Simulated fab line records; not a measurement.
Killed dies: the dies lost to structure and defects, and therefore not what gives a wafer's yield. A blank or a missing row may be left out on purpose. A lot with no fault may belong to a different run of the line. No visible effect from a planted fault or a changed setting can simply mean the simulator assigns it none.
Chamber matching + flow nandHarc + aldHk-02 running NHARC_A_CHANNEL_FILL_D2_ALD_16: 4 sister chambers
The step deposits SiO2, target thk 1.5 nm, pulse time 10 s, ald cycles 15. 18 wafers are shown with their chamber, then 9 later ones without.

## WAFERS PAIRED WITH THEIR CHAMBERS
| wafer  | chamber | heaterPowerW (W) | precursorPulseHeightRel |
|--------|---------|------------------|-------------------------|
| L075.1 | 0       | 535              | 1.036                   |
| L075.2 | 2       | 417              | 0.996                   |
| L075.6 | 1       | 412              | 0.959                   |
| L081.2 | 1       | 433              | 0.985                   |
| L081.3 | 3       | 534              | 1.016                   |
| L081.4 | 0       | 520              | 1.022                   |
| L082.1 | 3       | 536              | 0.985                   |
| L082.2 | 1       | 445              | 1.007                   |
| L082.5 | 0       | 537              | 1.005                   |
| L085.2 | 3       | 539              | 1.020                   |
| L085.5 | 0       | 549              | 1.016                   |
| L085.6 | 3       | 529              | 1.022                   |
| L086.3 | 2       | 428              | 1.025                   |
| L086.4 | 3       | 525              | 1.028                   |
| L086.5 | 2       | 428              | 1.004                   |
| L091.1 | 1       | 443              | 0.984                   |
| L091.3 | 0       | 519              | 0.981                   |
| L091.4 | 3       | 530              | 1.004                   |

SIGNATURES, as means of the wafers listed above
| reading                 | chamber 0 | chamber 1 | chamber 2 | chamber 3 | scatter within a chamber |
|-------------------------|-----------|-----------|-----------|-----------|--------------------------|
| heaterPowerW            | 532.00    | 433.25    | 424.33    | 532.17    | 10.5                     |
| precursorPulseHeightRel | 1.01200   | 0.98375   | 1.00833   | 1.01250   | 0.018                    |
Rule: for a wafer and a chamber, the distance is found by dividing, reading by reading, the gap between the wafer's reading and the chamber's mean by the reading's scatter, squaring, summing and taking the root. The wafer belongs to the nearest chamber; if the next one is less than 2 further off, it can't be placed. The scatter: take each reading less its chamber's mean, square it, sum over the shown wafers, divide by the number of wafers less the number of chambers, and take the root.

## WAFERS WITHOUT THEIR CHAMBER
| wafer  | heaterPowerW (W) | precursorPulseHeightRel |
|--------|------------------|-------------------------|
| L090.1 | 428              | 1.007                   |
| L090.2 | 531              | 1.026                   |
| L090.4 | 536              | 0.984                   |
| L093.1 | 535              | 0.980                   |
| L093.2 | 538              | 0.992                   |
| L093.4 | 447              | 1.036                   |
| L097.2 | 432              | 1.002                   |
| L097.3 | 541              | 1.005                   |
| L097.4 | 419              | 1.009                   |

## EACH ONE'S CHAMBER
| wafer  | from the rows above     | in truth |
|--------|-------------------------|----------|
| L090.1 | can't be placed: 2 or 1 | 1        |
| L090.2 | can't be placed: 3 or 0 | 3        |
| L090.4 | can't be placed: 0 or 3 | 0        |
| L093.1 | can't be placed: 0 or 3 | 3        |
| L093.2 | can't be placed: 0 or 3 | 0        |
| L093.4 | can't be placed: 2 or 1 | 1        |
| L097.2 | can't be placed: 2 or 1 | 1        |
| L097.3 | can't be placed: 3 or 0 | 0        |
| L097.4 | can't be placed: 2 or 1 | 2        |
0 of 9 placed correctly. Can't be placed from these rows: 9 (the true chamber is among the candidates in 9). Number placed wrongly: 0.
